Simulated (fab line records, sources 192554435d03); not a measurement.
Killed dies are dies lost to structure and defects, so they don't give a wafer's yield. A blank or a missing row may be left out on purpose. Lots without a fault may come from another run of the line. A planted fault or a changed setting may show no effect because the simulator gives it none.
One fault seen from 2 desks | flow n5_finfet | each desk has only its own numbers; what lay behind them comes last

THE TOOL OWNER'S DESK: rie_si-02
The tool's own readings at N5_BEOL_M0_SAQP_MANDREL_ETCH_103 (etches a-Si in HBr/Cl2, stops on SiCN, target depth 45 nm, bt time 10 s, time 27 s): means of the sampled wafers that have a number, for each lot that ran on this tool. A lot is out of limits, marked OUT, if its mean lies more than 4 standard deviations from the usual mean; the brackets give that distance.
Columns: A = drypump_motor_current_A at N5_BEOL_M0_SAQP_MANDREL_ETCH_103, usual 5.6 A; B = oes_product_au at N5_BEOL_M0_SAQP_MANDREL_ETCH_103, usual 0.686 a.u.; C = throttle_valve_pct at N5_BEOL_M0_SAQP_MANDREL_ETCH_103, usual 35.45 %
lot  | first seen here | A   | B     | C
L573 | day 7 20:44     | 5.9 | 0.691 | 35.28
L574 | day 8 01:30     | 5.8 | 0.688 | 35.28
L577 | day 8 23:32     | 5.9 | 0.690 | 35.25
This desk's finding: nothing out of limits on any of the 3 lots.

THE METROLOGY DESK
What the gauges read, lot by lot, whatever tool the lot ran on: means of the sampled wafers that have a number. A lot is out of limits, marked OUT, if its mean lies more than 4 standard deviations from the usual mean; the brackets give that distance. Of its 11 readings 7 are shown: those that lie furthest out on some lot.
Columns: A = cd_nm at N5_BEOL_M0_CUTY_CD_MEAS_57, usual 200.0 nm; B = DIBL_N at N5_BEOL_M4_RC_MEAS_101, usual 35.8 mV/V; C = DIBL_P at N5_BEOL_M4_RC_MEAS_101, usual 35.3 mV/V; D = IOFF_P at N5_BEOL_M4_RC_MEAS_101, usual 0.194 nA/um; E = ION_N at N5_BEOL_M4_RC_MEAS_101, usual 667 uA/um; F = VT_N at N5_BEOL_M4_RC_MEAS_101, usual 251 mV; G = VT_P at N5_BEOL_M4_RC_MEAS_101, usual -252 mV
lot  | first seen here | A     | B    | C    | D     | E   | F   | G
L568 | day 6 12:17     | 200.8 | 35.6 | 38.1 | 0.194 | 671 | 250 | -253
L570 | day 7 03:24     | 198.9 | 33.3 | 32.5 | 0.147 | 658 | 255 | -255
L571 | day 7 07:04     | 199.2 | 35.0 | 34.3 | 0.161 | 649 | 255 | -257
L573 | day 8 00:08     | 200.2 | 36.4 | 35.5 | 0.223 | 669 | 250 | -246
L574 | day 8 05:36     | 197.9 | 34.7 | 35.8 | 0.219 | 665 | 249 | -248
L577 | day 9 02:55     | 201.8 | 35.0 | 33.5 | 0.174 | 664 | 252 | -254
L584 | day 10 14:46    | 201.1 | 36.2 | 34.5 | 0.226 | 670 | 246 | -247
L586 | day 11 02:28    | 199.1 | 35.1 | 36.1 | 0.190 | 669 | 253 | -252
L587 | day 11 12:00    | 200.4 | 37.0 | 35.5 | 0.218 | 676 | 249 | -250
This desk's finding: nothing out of limits on any of the 9 lots.

PUT TOGETHER
The tool owner's desk saw nothing out of limits.
The metrology desk saw nothing out of limits.

WHAT THE SIMULATOR HAD PUT IN
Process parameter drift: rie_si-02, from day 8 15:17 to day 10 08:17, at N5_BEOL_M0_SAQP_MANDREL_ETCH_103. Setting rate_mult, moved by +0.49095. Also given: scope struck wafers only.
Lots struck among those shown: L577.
